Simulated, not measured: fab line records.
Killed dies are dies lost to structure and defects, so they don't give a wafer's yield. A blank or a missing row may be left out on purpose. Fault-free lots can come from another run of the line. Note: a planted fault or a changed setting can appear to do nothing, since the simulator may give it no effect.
fab line records ; flow n5Finfet ; part 1 of 2: steps 1 to 18 of 27
[record] lots = 5; wafers = 15; lastDay = 17
route steps=1938 shown BEOL_M13@1691 BEOL_M14@1716
lots that met no fault: from a run of the same line without faults
startH: start of the lot's first displayed wafer, in hours after the record's first day ; waitH: hours elapsed since this lot's preceding step ; " repeats the value in the row above ; L1.1+2: a row that stands for several wafers ; - no value, or no start given ; * or withheld: withheld ; < > ~ a bound
route shown NAME@n: a module of which the file shows steps, and the number in the route of the first ; usual: the fault-free wafers' mean and standard deviation ; same: alike in all rows ; chamber/n: place in a boat ; sites: each site's reading ; _std_site: their standard deviation ; _edge_site: mean of outer sites minus mean of inner sites ; radiusMm: how far each site lies from the wafer's centre ; mask NAME#n: copy n ; behind: the tool/chamber that last shaped the wafer ; hold: cause of the lot's hold/its duration in hours/its outcome ; device: the n, p or np transistor that did not switch ; end of line: the route-end tests of the same wafers ; where a step has no rows: the recipe by itself ; killed: dies that structure and defects cost at the first sort, which is not the same as the wafer's yield ; map: a wafer's dies, marking killed ones x, the rest . and places with no die _
set.NAME: the setting the step ran with; set.NAME@STEP: the setting that earlier step ran with ; model.NAME: the simulator's own value behind a step, which no gauge read
a table for each step, a row for each wafer; lots at some steps of the route
services: the hour from which a tool's chamber was out of use, counted from the record's first day as startH (under 0 if before that day), plus the number of hours and why
[[steps]]
[step N5_BEOL_M13_INSPECT_30]
[recipe] mode = adi; inspectInstrument = macro
[usual] rawDefectCount = 1.8/1.4
lot.wafer;tool;chamber;startH;waitH;rawDefectCount
L082.1;defectInspect-02;-;289.60;0.0;4
L082.3;defectInspect-02;-;289.60;0.0;2
L082.5;defectInspect-02;-;289.60;0.0;2
L083.1;defectInspect-01;-;302.38;0.0;4
L083.2;defectInspect-01;-;302.38;0.0;0
L083.4;defectInspect-01;-;302.38;0.0;2
L084.1;defectInspect-02;-;308.88;0.0;4
L084.2;defectInspect-02;-;308.88;0.0;1
L084.6;defectInspect-02;-;308.88;0.0;0
L090.1;defectInspect-02;-;342.32;0.0;1
L090.2;defectInspect-02;-;342.32;0.0;5
L090.6;defectInspect-02;-;342.32;0.0;1
L097.2;defectInspect-01;-;368.14;0.0;1
L097.4;defectInspect-01;-;368.14;0.0;0
L097.5;defectInspect-01;-;368.14;0.0;2
[step N5_BEOL_M13_DESCUM_33]
[recipe] chemistry = O2; timeS = 7.9; sourcePowerW = 50; biasPowerW = 20; pressureMtorr = 20; rfFrequencyHz = 2.712e+07; tempC = 40; o2FlowSccm = 225
[usual] drypumpMotorCurrentA = 5.7/0.41; oesProductAu = 0.81/0.085; rfFwdPowerW = 49.36/0.22; rfVppV = 243.3/1.2; showerheadPlenumPTorr = 2.10/0.057; tempC = 40.02/0.11; throttleValvePct = 20.48/0.26
lot.wafer;tool;chamber;startH;waitH;drypumpMotorCurrentA;oesProductAu;rfFwdPowerW;rfHoursCounterH;rfVppV;showerheadPlenumPTorr;tempC;throttleValvePct
L082.1;rieDiel-04;2;289.64;0.0;5.2;0.88;49.09;35;244.6;2.12;39.99;20.02
L082.3;rieDiel-04;1;289.64;0.0;6.5;0.84;49.24;74;242.8;2.11;40.07;20.53
L082.5;rieDiel-04;2;289.64;0.0;5.2;0.88;49.09;-;243.4;2.12;39.95;20.00
L083.1;rieDiel-04;1;302.45;0.1;6.5;0.83;49.46;79;244.4;2.11;40.05;20.53
L083.2;rieDiel-04;0;302.45;0.1;5.4;0.75;49.65;164;241.0;2.01;40.13;20.49
L083.4;rieDiel-04;3;302.45;0.1;5.4;0.85;49.55;67;245.0;2.14;40.06;20.39
L084.1;rieDiel-04;0;308.92;0.0;5.4;0.75;49.20;166;240.8;2.01;40.00;20.50
L084.2;rieDiel-04;1;308.92;0.0;6.5;0.83;49.08;80;243.0;2.11;40.20;20.52
L084.6;rieDiel-04;1;308.92;0.0;6.5;0.83;49.21;-;242.8;2.11;40.14;20.53
L090.1;rieDiel-02;2;342.68;0.4;5.9;0.70;49.14;199;242.9;2.07;40.09;20.87
L090.2;rieDiel-02;0;342.68;0.4;6.0;0.90;49.24;17;243.7;2.13;40.06;20.35
L090.6;rieDiel-02;3;342.68;0.4;5.7;0.97;49.42;-;241.9;2.05;40.03;20.51
L097.2;rieDiel-04;1;368.18;0.0;6.5;0.81;49.43;98;243.7;2.10;39.80;20.55
L097.4;rieDiel-04;3;368.18;0.0;5.4;0.83;49.62;86;244.1;2.13;40.07;20.42
L097.5;rieDiel-04;2;368.18;0.0;5.3;0.85;49.23;-;244.2;2.12;39.81;20.04
[step N5_BEOL_M13_ETCH_67]
[recipe] chemistry = CF4; target = SiARC; targetDepthA = 1430; timeS = 238.3; ionEnergyEv = 80; pressureMtorr = 40; sourceW = 545; biasW = 36; Ar_flow_sccm = 100; cf4FlowSccm = 100; ends = cleared
[usual] drypumpMotorCurrentA = 5.7/0.41; etchRfOnTimeS = 235/5.4; oesProductAu = 0.69/0.07; rfFwdPowerW = 543.3/1.6; rfVppV = 184.1/1.1; showerheadPlenumPTorr = 2.15/0.053; throttleValvePct = 15.65/0.27
lot.wafer;tool;chamber;startH;waitH;drypumpMotorCurrentA;etchRfOnTimeS;oesProductAu;rfFwdPowerW;rfHoursCounterH;rfVppV;showerheadPlenumPTorr;throttleValvePct
L082.1;rieDiel-04;2;289.67;0.0;5.3;231;0.76;543.0;35;184.4;2.19;15.31
L082.3;rieDiel-04;1;289.67;0.0;6.4;234;0.72;542.7;74;183.2;2.16;15.69
L082.5;rieDiel-04;2;289.67;0.0;5.2;231;0.76;542.1;-;185.7;2.19;15.30
L083.1;rieDiel-04;1;302.48;0.0;6.5;233;0.72;544.1;79;184.9;2.16;15.68
L083.2;rieDiel-04;0;302.48;0.0;5.4;228;0.65;543.8;164;181.8;2.05;15.61
L083.4;rieDiel-04;3;302.48;0.0;5.4;235;0.72;545.6;67;183.4;2.17;15.39
L084.1;rieDiel-04;0;308.95;0.0;5.4;228;0.65;539.8;166;183.8;2.05;15.60
L084.2;rieDiel-04;1;308.95;0.0;6.5;229;0.72;542.9;80;184.3;2.16;15.70
L084.6;rieDiel-04;1;308.95;0.0;6.4;230;0.72;544.0;-;184.5;2.16;15.70
L090.1;rieDiel-02;2;342.72;0.0;6.0;242;0.60;543.0;199;183.6;2.14;16.10
L090.2;rieDiel-02;0;342.72;0.0;6.1;235;0.77;543.9;17;183.8;2.18;15.52
L090.6;rieDiel-02;3;342.72;0.0;5.7;229;0.83;544.4;-;183.5;2.09;15.51
L097.2;rieDiel-04;1;368.21;0.0;6.5;234;0.70;543.4;98;184.3;2.15;15.74
L097.4;rieDiel-04;3;368.21;0.0;5.4;237;0.70;545.0;87;184.2;2.16;15.44
L097.5;rieDiel-04;2;368.21;0.0;5.3;230;0.73;542.5;-;185.5;2.18;15.35
[step N5_BEOL_M13_ETCH_68]
[recipe] chemistry = N2/H2; target = SOC; maskMaterial = SiARC; sourceW = 3000; biasW = 350; tempC = 40; timeS = 355; ionEnergyEv = 200; pressureMtorr = 30; n2FlowSccm = 200; h2FlowSccm = 200
[usual] drypumpMotorCurrentA = 5.7/0.41; n2FlowSccm = 199.9/0.59; oesProductAu = 0.81/0.085; rfFwdPowerW = 2993/9.7; rfVppV = 524.1/2; showerheadPlenumPTorr = 2.55/0.068; tempC = 39.99/0.1; throttleValvePct = 17.9/0.3
lot.wafer;tool;chamber;startH;waitH;drypumpMotorCurrentA;n2FlowSccm;oesProductAu;rfFwdPowerW;rfHoursCounterH;rfVppV;showerheadPlenumPTorr;tempC;throttleValvePct
L082.1;rieDiel-04;2;289.82;0.1;5.2;199.6;0.89;2980;35;526.0;2.60;39.95;17.5
L082.3;rieDiel-04;1;289.82;0.1;6.4;199.7;0.83;2988;75;524.4;2.55;40.16;17.8
L082.5;rieDiel-04;2;289.82;0.1;5.2;199.4;0.90;2973;-;522.4;2.60;39.98;17.5
L083.1;rieDiel-04;1;302.63;0.1;6.5;199.4;0.83;2990;79;524.8;2.55;39.94;17.8
L083.2;rieDiel-04;0;302.63;0.1;5.4;200.2;0.74;2978;164;522.0;2.44;40.08;18.0
L083.4;rieDiel-04;3;302.63;0.1;5.4;198.9;0.84;2986;67;525.1;2.58;40.00;17.6
L084.1;rieDiel-04;0;309.10;0.1;5.4;199.5;0.75;3008;166;520.0;2.44;39.87;18.0
L084.2;rieDiel-04;1;309.10;0.1;6.5;201.0;0.84;3007;80;525.2;2.55;40.00;17.8
L084.6;rieDiel-04;1;309.10;0.1;6.4;200.7;0.84;2991;-;524.7;2.55;40.04;17.8
L090.1;rieDiel-02;2;342.86;0.1;5.9;199.6;0.70;3000;199;522.0;2.53;40.20;18.4
L090.2;rieDiel-02;0;342.86;0.1;6.1;200.3;0.90;2987;18;524.4;2.57;39.81;17.5
L090.6;rieDiel-02;3;342.86;0.1;5.7;199.8;0.98;2991;-;521.0;2.50;40.00;17.9
L097.2;rieDiel-04;1;368.36;0.1;6.4;200.5;0.83;2985;98;525.0;2.54;40.07;17.8
L097.4;rieDiel-04;3;368.36;0.1;5.4;199.8;0.83;2974;87;524.4;2.57;39.98;17.7
L097.5;rieDiel-04;2;368.36;0.1;5.2;200.5;0.84;2983;-;524.8;2.59;39.95;17.6
[step N5_BEOL_M13_STRIP_69]
[recipe] chemistry = N2/H2; tempC = 40; n2FlowSccm = 200; h2FlowSccm = 200; rfFrequencyHz = 6e+07
lot.wafer;tool;chamber;startH;waitH
L082.1+3+5;rieDiel-04;2,1,2;290.03;0.1
L083.1+2+4;rieDiel-04;1,0,3;302.84;0.1
L084.1+2+6;rieDiel-04;0,1,1;309.31;0.1
L090.1+2+6;rieDiel-02;2,0,3;343.07;0.1
L097.2+4+5;rieDiel-04;1,3,2;368.57;0.1
[step N5_BEOL_M13_TRENCH_ETCH_34]
[recipe] chemistry = C4F8/O2/Ar; target = SiOC; targetDepthA = 4134.7; maskMaterial = SOC; pressureMtorr = 30; sourceW = 3000; biasW = 700; Ar_flow_sccm = 400; C4F8_flow_sccm = 15; O2_flow_sccm = 8; heInnerTorr = 15; heOuterTorr = 30; timeS = 162.6; ionEnergyEv = 250
[usual] O2_flow_sccm = 8.001/0.024; drypumpMotorCurrentA = 5.7/0.41; oesProductAu = 0.81/0.085; rfFwdPowerW = 2990/8.7; rfVppV = 665.7/2.5; showerheadPlenumPTorr = 3.43/0.084; throttleValvePct = 24.28/0.27
lot.wafer;tool;chamber;startH;waitH;O2_flow_sccm;drypumpMotorCurrentA;oesProductAu;rfFwdPowerW;rfHoursCounterH;rfVppV;showerheadPlenumPTorr;throttleValvePct
L082.1;rieDiel-04;2;290.04;0.0;8.022;5.3;0.88;2975;35;666.7;3.49;23.95
L082.3;rieDiel-04;1;290.04;0.0;7.994;6.4;0.84;2972;75;668.3;3.44;24.27
L082.5;rieDiel-04;2;290.04;0.0;8.008;5.3;0.89;2984;-;666.6;3.49;23.94
L083.1;rieDiel-04;1;302.85;0.0;7.989;6.4;0.84;3005;79;666.6;3.43;24.27
L083.2;rieDiel-04;0;302.85;0.0;8.003;5.4;0.75;2989;164;662.1;3.29;24.23
L083.4;rieDiel-04;3;302.85;0.0;7.999;5.4;0.85;2982;67;667.2;3.45;24.00
L084.1;rieDiel-04;0;309.32;0.0;8.002;5.4;0.75;2988;166;660.7;3.28;24.23
L084.2;rieDiel-04;1;309.32;0.0;8.004;6.4;0.84;2995;81;666.5;3.43;24.28
L084.6;rieDiel-04;1;309.32;0.0;7.992;6.4;0.83;2986;-;668.0;3.43;24.27
L090.1;rieDiel-02;2;343.08;0.0;7.967;5.9;0.70;2978;200;664.9;3.40;24.70
L090.2;rieDiel-02;0;343.08;0.0;8.042;6.1;0.90;3008;18;667.4;3.48;24.20
L090.6;rieDiel-02;3;343.08;0.0;7.976;5.7;0.97;2989;-;662.9;3.32;24.13
L097.2;rieDiel-04;1;368.58;0.0;8.030;6.5;0.80;2987;98;664.4;3.42;24.29
L097.4;rieDiel-04;3;368.58;0.0;7.993;5.4;0.82;2997;87;666.8;3.44;24.04
L097.5;rieDiel-04;2;368.58;0.0;7.983;5.3;0.85;2998;-;667.1;3.47;23.96
[step N5_BEOL_M13_STRIP_70]
[recipe] chemistry = C4F8/O2/Ar; resist = SiARC; rfFrequencyHz = 6e+07
lot.wafer;tool;chamber;startH;waitH
L082.1+3+5;rieDiel-04;2,1,2;290.17;0.1
L083.1+2+4;rieDiel-04;1,0,3;302.98;0.1
L084.1+2+6;rieDiel-04;0,1,1;309.46;0.1
L090.1+2+6;rieDiel-02;2,0,3;343.22;0.1
L097.2+4+5;rieDiel-04;1,3,2;368.72;0.1
[step N5_BEOL_M13_OCD_MEAS_35]
[usual] trenchDepthNm = 415/7.1
lot.wafer;tool;chamber;startH;waitH;trenchDepthNm
L082.1;ocd-01;-;290.21;0.0;423
L082.3;ocd-01;-;290.21;0.0;422
L082.5;ocd-01;-;290.21;0.0;424
L083.1;ocd-01;-;303.02;0.0;425
L083.2;ocd-01;-;303.02;0.0;412
L083.4;ocd-01;-;303.02;0.0;419
L084.1;ocd-02;-;309.49;0.0;415
L084.2;ocd-02;-;309.49;0.0;423
L084.6;ocd-02;-;309.49;0.0;423
L090.1;ocd-02;-;343.26;0.0;408
L090.2;ocd-02;-;343.26;0.0;417
L090.6;ocd-02;-;343.26;0.0;429
L097.2;ocd-01;-;368.76;0.0;420
L097.4;ocd-01;-;368.76;0.0;416
L097.5;ocd-01;-;368.76;0.0;421
[step N5_BEOL_M13_STRIP_37]
[recipe] chemistry = N2/H2; powerW = 1000; tempC = 250; h2Frac = 0.65; overashFraction = 0.3; pressureMtorr = withheld; n2FlowSccm = 1750; h2FlowSccm = 3250
[usual] drypumpMotorCurrentA = 5.21/0.29; heaterPowerW = 325/35; n2FlowSccm = 1751/5.4; oesProductAu = 0.786/0.01; tempC = 250.00/0.22
lot.wafer;tool;chamber;startH;waitH;drypumpMotorCurrentA;heaterPowerW;n2FlowSccm;oesProductAu;rfHoursCounterH;tempC
L082.1;plasmaAsher-02;1;290.25;0.0;4.85;278;1758;0.785;133;249.80
L082.3;plasmaAsher-02;0;290.25;0.0;5.33;353;1755;0.790;-;250.31
L082.5;plasmaAsher-02;1;290.25;0.0;4.89;275;1754;0.788;-;249.88
L083.1;plasmaAsher-02;1;303.06;0.0;4.88;274;1750;0.779;135;250.37
L083.2;plasmaAsher-02;0;303.06;0.0;5.30;353;1753;0.780;135;249.84
L083.4;plasmaAsher-02;1;303.06;0.0;4.88;287;1736;0.769;-;249.83
L084.1;plasmaAsher-01;1;309.53;0.0;5.01;289;1745;0.785;79;249.90
L084.2;plasmaAsher-01;0;309.53;0.0;5.56;364;1761;0.794;79;250.17
L084.6;plasmaAsher-01;1;309.53;0.0;4.99;299;1742;0.769;-;250.37
L090.1;plasmaAsher-01;1;343.30;0.0;4.96;303;1744;0.787;90;250.00
L090.2;plasmaAsher-01;0;343.30;0.0;5.62;368;1744;0.793;90;250.28
L090.6;plasmaAsher-01;1;343.30;0.0;4.99;297;1749;0.784;-;250.12
L097.2;plasmaAsher-01;1;368.79;0.0;5.00;294;1738;0.796;97;250.03
L097.4;plasmaAsher-01;0;368.79;0.0;5.59;356;1756;0.799;-;249.86
L097.5;plasmaAsher-01;0;368.79;0.0;5.55;356;1753;0.789;-;249.89
[step N5_BEOL_M13_ETCH_38]
[recipe] chemistry = CF4/N2; target = SiCN; targetDepthA = 675; taperDeg = 2; timeS = 71.9; ionEnergyEv = 150; maskMaterial = SiO2; pressureMtorr = 40; sourceW = 430; biasW = 70; Ar_flow_sccm = 100; cf4FlowSccm = 60; n2FlowSccm = 60
[usual] drypumpMotorCurrentA = 5.8/0.4; n2FlowSccm = 59.99/0.18; oesProductAu = 0.80/0.088; rfFwdPowerW = 428.2/1.2; rfVppV = 382.6/1.7; showerheadPlenumPTorr = 2.22/0.059; throttleValvePct = 15.56/0.29
lot.wafer;tool;chamber;startH;waitH;drypumpMotorCurrentA;n2FlowSccm;oesProductAu;rfFwdPowerW;rfHoursCounterH;rfVppV;showerheadPlenumPTorr;throttleValvePct
L082.1;rieDiel-04;0;290.66;-;5.4;60.10;0.77;428.5;160;381.7;2.12;15.46
L082.3;rieDiel-04;1;290.66;-;6.4;60.17;0.84;428.8;75;382.6;2.22;15.48
L082.5;rieDiel-04;3;290.66;-;5.4;60.12;0.85;426.9;-;383.4;2.24;15.21
L083.1;rieDiel-04;0;306.59;-;5.4;59.90;0.75;426.8;166;379.6;2.12;15.47
L083.2;rieDiel-04;3;306.59;-;5.4;60.02;0.84;428.2;69;381.7;2.23;15.24
L083.4;rieDiel-04;1;306.59;-;6.4;60.14;0.84;427.1;80;382.5;2.22;15.50
L084.1;rieDiel-04;0;311.99;-;5.4;60.10;0.75;428.7;167;380.1;2.12;15.46
L084.2;rieDiel-04;1;311.99;-;6.4;60.18;0.84;428.3;81;381.2;2.22;15.49
L084.6;rieDiel-04;1;311.99;-;6.5;60.11;0.83;428.1;-;383.7;2.22;15.50
L090.1;rieDiel-02;3;343.60;-;5.7;59.98;0.97;429.7;9;381.6;2.15;15.33
L090.2;rieDiel-02;2;343.60;-;6.0;59.87;0.70;425.6;200;380.4;2.20;15.92
L090.6;rieDiel-02;0;343.60;-;6.1;59.94;0.89;427.1;-;382.9;2.25;15.34
L097.2;rieDiel-05;1;369.63;-;5.9;60.06;0.79;430.0;98;380.8;2.15;15.33
L097.4;rieDiel-05;3;369.63;-;5.8;60.19;0.69;431.5;229;384.0;2.28;15.94
L097.5;rieDiel-05;1;369.63;-;5.8;60.12;0.79;427.9;-;382.3;2.15;15.34
[step N5_BEOL_M13_PRECLEAN_39]
[recipe] chemistry = residueRemover; timeS = 60; tempC = 40
[usual] tempC = 40.00/0.12
lot.wafer;tool;chamber;startH;waitH;tempC
L082.1;wetBench-02;6;290.79;0.1;39.88
L082.3;wetBench-02;2;290.79;0.1;40.09
L082.5;wetBench-02;4;290.79;0.1;40.09
L083.1;wetBench-02;2;306.72;0.1;39.89
L083.2;wetBench-02;0;306.72;0.1;39.86
L083.4;wetBench-02;4;306.72;0.1;40.04
L084.1;wetBench-06;0;312.12;0.1;40.06
L084.2;wetBench-06;1;312.12;0.1;40.03
L084.6;wetBench-06;7;312.12;0.1;39.88
L090.1;wetBench-03;7;343.73;0.1;40.11
L090.2;wetBench-03;4;343.73;0.1;40.03
L090.6;wetBench-03;3;343.73;0.1;40.11
L097.2;wetBench-06;4;369.76;0.1;39.99
L097.4;wetBench-06;7;369.76;0.1;40.11
L097.5;wetBench-06;3;369.76;0.1;39.89
[step N5_BEOL_M13_SRD_40]
[recipe] timeS = 30; tempC = 23; rinseLiquid = diw; dry = n2Spin; spinRpm = 1500; dryTimeS = 30
[usual] tempC = 23.00/0.11
lot.wafer;tool;chamber;startH;waitH;tempC
L082.1;wetBench-02;6;290.81;0.0;22.86
L082.3;wetBench-02;2;290.81;0.0;22.96
L082.5;wetBench-02;4;290.81;0.0;22.88
L083.1;wetBench-02;2;306.74;0.0;22.96
L083.2;wetBench-02;0;306.74;0.0;23.10
L083.4;wetBench-02;4;306.74;0.0;22.82
L084.1;wetBench-06;0;312.14;0.0;22.93
L084.2;wetBench-06;1;312.14;0.0;22.96
L084.6;wetBench-06;7;312.14;0.0;23.00
L090.1;wetBench-03;7;343.75;0.0;23.06
L090.2;wetBench-03;4;343.75;0.0;22.94
L090.6;wetBench-03;3;343.75;0.0;22.85
L097.2;wetBench-06;4;369.78;0.0;23.03
L097.4;wetBench-06;7;369.78;0.0;22.72
L097.5;wetBench-06;3;369.78;0.0;23.13
[step N5_BEOL_M13_DEGAS_41]
[recipe] ambient = vacuum; tempC = 250; timeS = 60
[usual] heaterPowerW = 341/35
lot.wafer;tool;chamber;startH;waitH;heaterPowerW
L082.1;pvdSputter-03;-;291.17;0.3;294
L082.3;pvdSputter-03;-;291.17;0.3;402
L082.5;pvdSputter-03;-;291.17;0.3;363
L083.1;pvdSputter-03;-;307.15;0.4;348
L083.2;pvdSputter-03;-;307.15;0.4;401
L083.4;pvdSputter-03;-;307.15;0.4;280
L084.1;pvdSputter-02;-;312.34;0.2;384
L084.2;pvdSputter-02;-;312.34;0.2;325
L084.6;pvdSputter-02;-;312.34;0.2;344
L090.1;pvdSputter-02;-;343.97;0.2;339
L090.2;pvdSputter-02;-;343.97;0.2;323
L090.6;pvdSputter-02;-;343.97;0.2;328
L097.2;pvdSputter-01;-;370.30;0.5;326
L097.4;pvdSputter-01;-;370.30;0.5;362
L097.5;pvdSputter-01;-;370.30;0.5;356
[step N5_BEOL_M13_PRE_CLEAN_42]
[recipe] gas = H2/He; timeS = 30; tempC = 250
[usual] heaterPowerW = 340/35
lot.wafer;tool;chamber;startH;waitH;heaterPowerW
L082.1;pvdSputter-03;-;291.21;0.0;292
L082.3;pvdSputter-03;-;291.21;0.0;400
L082.5;pvdSputter-03;-;291.21;0.0;356
L083.1;pvdSputter-03;-;307.19;0.0;356
L083.2;pvdSputter-03;-;307.19;0.0;400
L083.4;pvdSputter-03;-;307.19;0.0;285
L084.1;pvdSputter-02;-;312.38;0.0;384
L084.2;pvdSputter-02;-;312.38;0.0;325
L084.6;pvdSputter-02;-;312.38;0.0;335
L090.1;pvdSputter-02;-;344.01;0.0;340
L090.2;pvdSputter-02;-;344.01;0.0;331
L090.6;pvdSputter-02;-;344.01;0.0;332
L097.2;pvdSputter-01;-;370.34;0.0;323
L097.4;pvdSputter-01;-;370.34;0.0;350
L097.5;pvdSputter-01;-;370.34;0.0;354
[step N5_BEOL_M13_SPUTTER_43]
[recipe] material = TaN; targetThkA = 150; tempC = 50; biasV = 168.6; powerW = 15000; chamberPressurePa = 0.12; timeS = 24.19
[usual] throttleValvePct = 29.9/1.1
lot.wafer;tool;chamber;startH;waitH;throttleValvePct
L082.1;pvdSputter-03;-;291.25;0.0;29.8
L082.3;pvdSputter-03;-;291.25;0.0;30.5
L082.5;pvdSputter-03;-;291.25;0.0;29.4
L083.1;pvdSputter-03;-;307.23;0.0;29.5
L083.2;pvdSputter-03;-;307.23;0.0;30.6
L083.4;pvdSputter-03;-;307.23;0.0;30.5
L084.1;pvdSputter-02;-;312.42;0.0;28.0
L084.2;pvdSputter-02;-;312.42;0.0;30.0
L084.6;pvdSputter-02;-;312.42;0.0;29.2
L090.1;pvdSputter-02;-;344.05;0.0;28.3
L090.2;pvdSputter-02;-;344.05;0.0;29.7
L090.6;pvdSputter-02;-;344.05;0.0;29.6
L097.2;pvdSputter-01;-;370.38;0.0;31.3
L097.4;pvdSputter-01;-;370.38;0.0;32.0
L097.5;pvdSputter-01;-;370.38;0.0;32.0
[step N5_BEOL_M13_SPUTTER_44]
[recipe] material = Ta; targetThkA = 100; tempC = 50; biasV = 80; powerW = 15000; chamberPressurePa = 0.07; timeS = 16.13
[usual] throttleValvePct = 29.9/1.1
lot.wafer;tool;chamber;startH;waitH;throttleValvePct
L082.1;pvdSputter-03;-;291.33;0.0;29.7
L082.3;pvdSputter-03;-;291.33;0.0;30.6
L082.5;pvdSputter-03;-;291.33;0.0;29.7
L083.1;pvdSputter-03;-;307.31;0.0;29.6
L083.2;pvdSputter-03;-;307.31;0.0;30.5
L083.4;pvdSputter-03;-;307.31;0.0;30.5
L084.1;pvdSputter-02;-;312.50;0.0;28.2
L084.2;pvdSputter-02;-;312.50;0.0;29.8
L084.6;pvdSputter-02;-;312.50;0.0;29.1
L090.1;pvdSputter-02;-;344.13;0.0;28.7
L090.2;pvdSputter-02;-;344.13;0.0;29.7
L090.6;pvdSputter-02;-;344.13;0.0;29.7
L097.2;pvdSputter-01;-;370.46;0.0;31.5
L097.4;pvdSputter-01;-;370.46;0.0;32.0
L097.5;pvdSputter-01;-;370.46;0.0;31.8
[step N5_BEOL_M13_SPUTTER_45]
[recipe] material = Cu; targetThkA = 800; tempC = -20; biasV = 60; powerW = 26000; chamberPressurePa = 0.13; timeS = 13.33
[usual] throttleValvePct = 29.9/1.1
lot.wafer;tool;chamber;startH;waitH;throttleValvePct
L082.1;pvdSputter-03;-;291.41;0.0;29.9
L082.3;pvdSputter-03;-;291.41;0.0;30.4
L082.5;pvdSputter-03;-;291.41;0.0;29.4
L083.1;pvdSputter-03;-;307.39;0.0;29.5
L083.2;pvdSputter-03;-;307.39;0.0;30.4
L083.4;pvdSputter-03;-;307.39;0.0;30.5
L084.1;pvdSputter-02;-;312.58;0.0;28.1
L084.2;pvdSputter-02;-;312.58;0.0;29.8
L084.6;pvdSputter-02;-;312.58;0.0;29.1
L090.1;pvdSputter-02;-;344.21;0.0;28.5
L090.2;pvdSputter-02;-;344.21;0.0;30.1
L090.6;pvdSputter-02;-;344.21;0.0;30.0
L097.2;pvdSputter-01;-;370.54;0.0;31.3
L097.4;pvdSputter-01;-;370.54;0.0;32.1
L097.5;pvdSputter-01;-;370.54;0.0;32.0
[step N5_BEOL_M13_ECD_47]
[recipe] material = Cu; targetThkA = 9360
lot.wafer;tool;chamber;startH;waitH
L082.1+3+5;ecdCu-01;0,0,1;291.53;0.1
L083.1+2+4;ecdCu-01;1,0,1;307.51;0.1
L084.1+2+6;ecdCu-01;0,1,1;312.70;0.1
L090.1+2+6;ecdCu-02;0,1,0;344.33;0.1
L097.2+4+5;ecdCu-02;1,0,1;370.67;0.1
